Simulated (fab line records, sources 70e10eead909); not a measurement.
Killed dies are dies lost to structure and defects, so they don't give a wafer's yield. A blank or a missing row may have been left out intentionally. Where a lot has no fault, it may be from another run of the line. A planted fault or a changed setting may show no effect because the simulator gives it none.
Chamber matching | flow nandHarc | pecvd-02 running NHARC_P_M1_PRE_CLEAN_32: 3 sister chambers
The step time 12 s. 3 wafers are shown with their chamber, then 7 later ones without.

WAFERS WITH THEIR CHAMBER
wafer  | chamber | heaterPowerW (W)
L846.5 | 0       | 508
L855.3 | 1       | 706
L855.4 | 2       | 597

WAFERS WITH NO CHAMBER GIVEN
wafer  | heaterPowerW (W)
L855.5 | 700
L856.3 | 685
L856.4 | 676
L856.6 | 545
L857.1 | 550
L857.4 | 533
L857.6 | 709

WHICH CHAMBER EACH ONE RAN IN
wafer  | from the rows above     | in truth
L855.5 | 1                       | 1
L856.3 | 1                       | 1
L856.4 | can't be placed: 1 or 2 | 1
L856.6 | can't be placed: 0 or 2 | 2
L857.1 | can't be placed: 0 or 2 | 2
L857.4 | can't be placed: 0 or 2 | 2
L857.6 | 1                       | 1
3 of 7 placed correctly. From these rows, 4 cannot be placed; in 4 the true chamber is one of the candidates. 0 placed wrongly.
How it was worked out, from the rows above alone: a wafer's distance from a chamber is the root of the sum, over the readings, of the square of ((its reading less the chamber's mean) divided by the reading's scatter). If the next closest chamber is less than 2 further off than the closest, the wafer can't be placed; otherwise it belongs to the closest. For every chamber, the mean is computed from those of its wafers that are shown. The scatter: with one shown wafer a chamber, the root of the mean of the squares of how far each hidden wafer lies from its nearest shown one.
